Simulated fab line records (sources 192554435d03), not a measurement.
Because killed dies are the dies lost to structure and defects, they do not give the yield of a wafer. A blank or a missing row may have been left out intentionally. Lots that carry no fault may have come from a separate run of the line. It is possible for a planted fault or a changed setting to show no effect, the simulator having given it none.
Which of the tools did it?	flow n5_finfet	72 wafers from 24 lots sampled at 6 of the route's 1938 steps

== WHAT EACH GAUGE READ, for each wafer ==
The record holds no reading of a measuring or inspecting step that can be judged against a usual standard deviation.

== EACH LOT AND THE TOOL THAT RAN IT (in order: tool; ch and the chambers of the sampled wafers; start) ==
lot	N5_BEOL_M0_DEP_125	N5_BEOL_M1_HM_DEP_02	N5_BEOL_M1_STRIP_36	N5_BEOL_M1_PRE_CLEAN_45	N5_BEOL_M1_SPUTTER_79	N5_BEOL_M1_ANNEAL_82
L074	pecvd-03 ch 0,1, day 5 22:58	pvd_sputter-03, day 6 00:53	rie_diel-05 ch 0,2, day 6 03:46	pvd_sputter-03, day 6 04:37	pvd_sputter-01, day 6 05:21	pvd_sputter-01, day 6 05:39
L075	pecvd-01 ch 0,2, day 6 13:01	pvd_sputter-01, day 6 15:11	rie_diel-05 ch 1,2, day 6 18:52	pvd_sputter-02, day 6 19:17	pvd_sputter-02, day 6 20:34	pvd_sputter-02, day 6 20:52
L077	pecvd-01 ch 0,2, day 6 18:14	pvd_sputter-01, day 6 19:04	rie_diel-05 ch 0,1, day 6 21:51	pvd_sputter-03, day 6 22:34	pvd_sputter-02, day 6 23:21	pvd_sputter-02, day 6 23:39
L076	pecvd-04 ch 0,1,2, day 6 19:53	pvd_sputter-01, day 6 22:08	rie_diel-02 ch 1,2, day 7 09:07	pvd_sputter-02, day 7 10:04	pvd_sputter-03, day 7 10:52	pvd_sputter-03, day 7 11:10
L078	pecvd-01 ch 0,1,2, day 6 23:50	pvd_sputter-01, day 7 00:19	rie_diel-05 ch 1,2,3, day 7 10:03	pvd_sputter-02, day 7 10:34	pvd_sputter-03, day 7 12:52	pvd_sputter-03, day 7 13:10
L079	pecvd-04 ch 0,1, day 7 02:35	pvd_sputter-02, day 7 05:45	rie_diel-06 ch 0,3, day 7 14:05	pvd_sputter-01, day 7 14:32	pvd_sputter-03, day 7 15:28	pvd_sputter-03, day 7 15:46
L080	pecvd-01 ch 1,2, day 7 10:49	pvd_sputter-02, day 7 12:55	rie_diel-02 ch 0,1, day 7 15:13	pvd_sputter-02, day 7 15:38	pvd_sputter-02, day 7 16:26	pvd_sputter-02, day 7 16:44
L081	pecvd-01 ch 0,1,2, day 8 07:37	pvd_sputter-03, day 8 08:25	rie_diel-05 ch 0,1,2, day 8 19:26	pvd_sputter-03, day 8 19:52	pvd_sputter-03, day 8 20:35	pvd_sputter-03, day 8 20:53
L084	pecvd-01 ch 1,2, day 8 19:59	pvd_sputter-02, day 8 20:17	rie_diel-02 ch 0,1,3, day 8 22:55	pvd_sputter-03, day 8 23:34	pvd_sputter-02, day 9 00:17	pvd_sputter-02, day 9 00:35
L083	pecvd-03 ch 0,1, day 8 22:41	pvd_sputter-03, day 8 22:58	rie_diel-02 ch 1,3, day 9 03:55	pvd_sputter-02, day 9 04:28	pvd_sputter-02, day 9 05:17	pvd_sputter-02, day 9 05:35
L082	pecvd-04 ch 0,1, day 8 23:10	pvd_sputter-02, day 8 23:32	rie_diel-06 ch 2,3, day 9 07:39	pvd_sputter-01, day 9 08:27	pvd_sputter-01, day 9 09:33	pvd_sputter-01, day 9 09:51
L085	pecvd-03 ch 0,1,2, day 9 04:36	pvd_sputter-02, day 9 04:55	rie_diel-06 ch 0,1,2, day 9 11:15	pvd_sputter-01, day 9 12:17	pvd_sputter-01, day 9 13:08	pvd_sputter-01, day 9 13:26
L086	pecvd-04 ch 0,1, day 9 10:25	pvd_sputter-01, day 9 11:57	rie_diel-06 ch 1,3, day 9 15:25	pvd_sputter-01, day 9 16:03	pvd_sputter-02, day 9 17:10	pvd_sputter-02, day 9 17:28
L087	pecvd-03 ch 0,2, day 9 16:08	pvd_sputter-03, day 9 16:25	rie_diel-06 ch 0,1,3, day 9 18:38	pvd_sputter-01, day 9 19:40	pvd_sputter-02, day 9 20:51	pvd_sputter-02, day 9 21:09
L088	pecvd-01 ch 1,2, day 9 19:00	pvd_sputter-01, day 9 22:19	rie_diel-02 ch 0,1,3, day 10 01:15	pvd_sputter-01, day 10 02:19	pvd_sputter-03, day 10 03:09	pvd_sputter-03, day 10 03:27
L089	pecvd-04 ch 0,1, day 10 01:14	pvd_sputter-02, day 10 02:14	rie_diel-02 ch 1,3, day 10 05:00	pvd_sputter-02, day 10 05:48	pvd_sputter-03, day 10 06:59	pvd_sputter-03, day 10 07:17
L090	pecvd-01 ch 0,1,2, day 10 11:02	pvd_sputter-02, day 10 11:20	rie_diel-02 ch 0,1,3, day 10 16:17	pvd_sputter-01, day 10 17:06	pvd_sputter-02, day 10 18:12	pvd_sputter-02, day 10 18:30
L091	pecvd-03 ch 0,1, day 10 19:08	pvd_sputter-02, day 10 20:34	rie_diel-05 ch 0,1,2, day 11 06:50	pvd_sputter-02, day 11 07:26	pvd_sputter-03, day 11 08:14	pvd_sputter-03, day 11 08:32
L092	pecvd-03 ch 0,1,2, day 10 21:11	pvd_sputter-01, day 10 21:35	rie_diel-02 ch 0,2,3, day 11 01:47	pvd_sputter-01, day 11 02:21	pvd_sputter-02, day 11 03:16	pvd_sputter-02, day 11 03:34
L093	pecvd-04 ch 0,1,2, day 11 01:52	pvd_sputter-02, day 11 02:21	rie_diel-05 ch 1,2, day 11 07:13	pvd_sputter-02, day 11 07:39	pvd_sputter-02, day 11 10:03	pvd_sputter-02, day 11 10:21
L094	pecvd-04 ch 0,2, day 11 08:09	pvd_sputter-03, day 11 09:58	rie_diel-02 ch 0,3, day 11 12:24	pvd_sputter-02, day 11 13:01	pvd_sputter-01, day 11 13:58	pvd_sputter-01, day 11 14:16
L095	pecvd-01 ch 0,1,2, day 11 11:14	pvd_sputter-03, day 11 12:43	rie_diel-02 ch 1,2,3, day 12 00:34	pvd_sputter-01, day 12 01:20	pvd_sputter-01, day 12 02:18	pvd_sputter-01, day 12 02:36
L096	pecvd-04 ch 0,1, day 11 17:58	pvd_sputter-01, day 11 18:54	rie_diel-06 ch 1,2, day 12 00:50	pvd_sputter-01, day 12 01:30	pvd_sputter-01, day 12 04:08	pvd_sputter-01, day 12 04:26
L097	pecvd-04 ch 0,1,2, day 11 21:08	pvd_sputter-02, day 11 21:37	rie_diel-06 ch 1,2,3, day 12 05:50	pvd_sputter-02, day 12 06:28	pvd_sputter-02, day 12 07:22	pvd_sputter-02, day 12 07:40
- N5_BEOL_M0_DEP_125: deposits SiCN from 3MS/NH3, target thk 8 nm, time 14 s.
- N5_BEOL_M1_HM_DEP_02: deposits TiN, target thk 20 nm.
- N5_BEOL_M1_STRIP_36: strips in N2/H2.
- N5_BEOL_M1_PRE_CLEAN_45: time 30 s.
- N5_BEOL_M1_SPUTTER_79: material Cu, target thk 4.5 nm, time 8.29 s.
- N5_BEOL_M1_ANNEAL_82: time 240 s.

== AS READ BY THE TOOLS THEMSELVES (means over the sampled wafers that have a number; for cases with no such wafer, the mark the record gives instead) ==
N5_BEOL_M0_DEP_125. Usual: showerhead_plenum_p_Torr 3.662 Torr, standard deviation 0.0088; throttle_valve_pct 9.0 %, standard deviation 0.37.
lot	tool	showerhead_plenum_p_Torr (Torr)	throttle_valve_pct (%)	flag
L074	pecvd-03	3.654	8.6	
L075	pecvd-01	3.668	9.0	
L077	pecvd-01	3.673	9.0	
L076	pecvd-04	3.662	9.4	
L078	pecvd-01	3.668	9.0	
L079	pecvd-04	3.656	9.3	
L080	pecvd-01	3.667	8.9	
L081	pecvd-01	3.666	9.0	
L084	pecvd-01	3.668	9.0	
L083	pecvd-03	3.661	8.8	
L082	pecvd-04	3.654	9.4	
L085	pecvd-03	3.654	8.8	
L086	pecvd-04	3.654	9.0	
L087	pecvd-03	3.650	8.7	
L088	pecvd-01	3.664	9.2	
L089	pecvd-04	3.660	9.3	
L090	pecvd-01	3.672	9.0	
L091	pecvd-03	3.667	8.7	
L092	pecvd-03	3.655	8.8	
L093	pecvd-04	3.658	8.9	
L094	pecvd-04	3.655	8.6	
L095	pecvd-01	3.665	9.0	
L096	pecvd-04	3.657	9.1	
L097	pecvd-04	3.657	8.8	

N5_BEOL_M1_HM_DEP_02. Usual: throttle_valve_pct 29.8 %, standard deviation 1.
lot	tool	throttle_valve_pct (%)	flag
L074	pvd_sputter-03	29.6	
L075	pvd_sputter-01	29.9	
L077	pvd_sputter-01	29.7	
L076	pvd_sputter-01	29.9	
L078	pvd_sputter-01	30.4	
L079	pvd_sputter-02	29.7	
L080	pvd_sputter-02	29.4	
L081	pvd_sputter-03	29.5	
L084	pvd_sputter-02	29.5	
L083	pvd_sputter-03	29.5	
L082	pvd_sputter-02	29.1	
L085	pvd_sputter-02	30.2	
L086	pvd_sputter-01	29.9	
L087	pvd_sputter-03	29.7	
L088	pvd_sputter-01	29.9	
L089	pvd_sputter-02	29.1	
L090	pvd_sputter-02	29.5	
L091	pvd_sputter-02	29.6	
L092	pvd_sputter-01	29.4	
L093	pvd_sputter-02	29.0	
L094	pvd_sputter-03	30.1	
L095	pvd_sputter-03	29.7	
L096	pvd_sputter-01	30.2	
L097	pvd_sputter-02	29.6	

N5_BEOL_M1_STRIP_36. Usual: drypump_motor_current_A 5.7 A, standard deviation 0.5; h2_flow_sccm 199.9 sccm, standard deviation 0.59; oes_product_au 0.80 a.u., standard deviation 0.083; rf_vpp_V 59.3 V, standard deviation 1.3; showerhead_plenum_p_Torr 2.57 Torr, standard deviation 0.095; throttle_valve_pct 23.7 %, standard deviation 0.31.
lot	tool	drypump_motor_current_A (A)	h2_flow_sccm (sccm)	oes_product_au (a.u.)	rf_vpp_V (V)	showerhead_plenum_p_Torr (Torr)	throttle_valve_pct (%)	flag
L074	rie_diel-05	5.5	199.4	0.74	59.4	2.53	24.0	
L075	rie_diel-05	5.5	199.8	0.75	60.5	2.57	24.1	
L077	rie_diel-05	5.7	200.1	0.72	58.8	2.55	23.8	
L076	rie_diel-02	5.4	200.2	0.77	59.4	2.59	23.8	
L078	rie_diel-05	5.6	200.3	0.72	58.5	2.52	24.1	
L079	rie_diel-06	6.0	200.2	0.86	59.4	2.55	23.4	
L080	rie_diel-02	5.3	200.2	0.89	58.8	2.69	23.9	
L081	rie_diel-05	5.6	200.3	0.82	58.0	2.56	23.9	
L084	rie_diel-02	5.7	199.8	0.88	59.9	2.65	23.7	
L083	rie_diel-02	6.2	200.1	0.86	60.2	2.61	23.4	
L082	rie_diel-06	6.5	199.7	0.81	59.1	2.49	23.6	
L085	rie_diel-06	5.9	199.5	0.79	58.4	2.51	23.6	
L086	rie_diel-06	6.2	200.2	0.79	58.6	2.45	23.7	
L087	rie_diel-06	5.9	200.5	0.80	60.3	2.49	23.6	
L088	rie_diel-02	5.7	200.0	0.84	60.3	2.64	23.7	
L089	rie_diel-02	5.9	199.7	0.79	60.2	2.62	23.7	
L090	rie_diel-02	5.7	199.6	0.84	59.2	2.64	23.7	
L091	rie_diel-05	5.6	199.6	0.79	60.1	2.55	23.9	
L092	rie_diel-02	5.6	199.9	0.86	60.5	2.58	23.5	
L093	rie_diel-05	5.5	200.2	0.71	59.1	2.56	24.2	
L094	rie_diel-02	5.6	199.1	0.89	59.2	2.66	23.7	
L095	rie_diel-02	5.8	200.2	0.80	60.2	2.56	23.6	
L096	rie_diel-06	6.2	199.4	0.74	58.8	2.48	23.6	
L097	rie_diel-06	6.2	200.5	0.75	59.5	2.46	23.7	

N5_BEOL_M1_PRE_CLEAN_45. Usual: heater_power_w 326 W, standard deviation 25.
lot	tool	heater_power_w (W)	flag
L074	pvd_sputter-03	338	
L075	pvd_sputter-02	339	
L077	pvd_sputter-03	317	
L076	pvd_sputter-02	332	
L078	pvd_sputter-02	343	
L079	pvd_sputter-01	304	
L080	pvd_sputter-02	330	
L081	pvd_sputter-03	324	
L084	pvd_sputter-03	331	
L083	pvd_sputter-02	345	
L082	pvd_sputter-01	328	
L085	pvd_sputter-01	322	
L086	pvd_sputter-01	319	
L087	pvd_sputter-01	313	
L088	pvd_sputter-01	303	
L089	pvd_sputter-02	335	
L090	pvd_sputter-01	328	
L091	pvd_sputter-02	345	
L092	pvd_sputter-01	322	
L093	pvd_sputter-02	332	
L094	pvd_sputter-02	344	
L095	pvd_sputter-01	342	
L096	pvd_sputter-01	304	
L097	pvd_sputter-02	340	

N5_BEOL_M1_SPUTTER_79. Usual: throttle_valve_pct 29.6 %, standard deviation 1.
lot	tool	throttle_valve_pct (%)	flag
L074	pvd_sputter-01	30.1	
L075	pvd_sputter-02	28.8	
L077	pvd_sputter-02	29.3	
L076	pvd_sputter-03	30.4	
L078	pvd_sputter-03	29.6	
L079	pvd_sputter-03	29.6	
L080	pvd_sputter-02	29.3	
L081	pvd_sputter-03	29.0	
L084	pvd_sputter-02	29.4	
L083	pvd_sputter-02	29.2	
L082	pvd_sputter-01	30.7	
L085	pvd_sputter-01	29.3	
L086	pvd_sputter-02	29.6	
L087	pvd_sputter-02	29.3	
L088	pvd_sputter-03	30.2	
L089	pvd_sputter-03	29.0	
L090	pvd_sputter-02	29.6	
L091	pvd_sputter-03	29.3	
L092	pvd_sputter-02	29.5	
L093	pvd_sputter-02	29.4	
L094	pvd_sputter-01	30.6	
L095	pvd_sputter-01	29.8	
L096	pvd_sputter-01	30.6	
L097	pvd_sputter-02	29.9	

N5_BEOL_M1_ANNEAL_82. Usual: heater_power_w 821 W, standard deviation 57.
lot	tool	heater_power_w (W)	flag
L074	pvd_sputter-01	846	
L075	pvd_sputter-02	829	
L077	pvd_sputter-02	839	
L076	pvd_sputter-03	764	
L078	pvd_sputter-03	803	
L079	pvd_sputter-03	738	
L080	pvd_sputter-02	838	
L081	pvd_sputter-03	789	
L084	pvd_sputter-02	831	
L083	pvd_sputter-02	836	
L082	pvd_sputter-01	775	
L085	pvd_sputter-01	713	
L086	pvd_sputter-02	860	
L087	pvd_sputter-02	836	
L088	pvd_sputter-03	754	
L089	pvd_sputter-03	790	
L090	pvd_sputter-02	860	
L091	pvd_sputter-03	849	
L092	pvd_sputter-02	849	
L093	pvd_sputter-02	820	
L094	pvd_sputter-01	794	
L095	pvd_sputter-01	749	
L096	pvd_sputter-01	781	
L097	pvd_sputter-02	837	

== THE ANSWER, worked out from the rows above alone ==
Rule: take the mean of a lot's wafers that have a number; if it is more than 3 standard deviations from the usual mean, the lot is off. Also off: a lot with no number at a reading for which 4 or more lots have one. The other lots that the step has rows for count as sound. Order of review: gauges by route order, followed by the tools' own readings, for which a lot's mean as printed above is used. At the first step where some lot is off, the reading lying furthest off is the one used; lots without a number count as furthest.
None of the lots is off at any reading shown; this tells nothing.

== WHAT THE SIMULATOR HAD INSERTED ==
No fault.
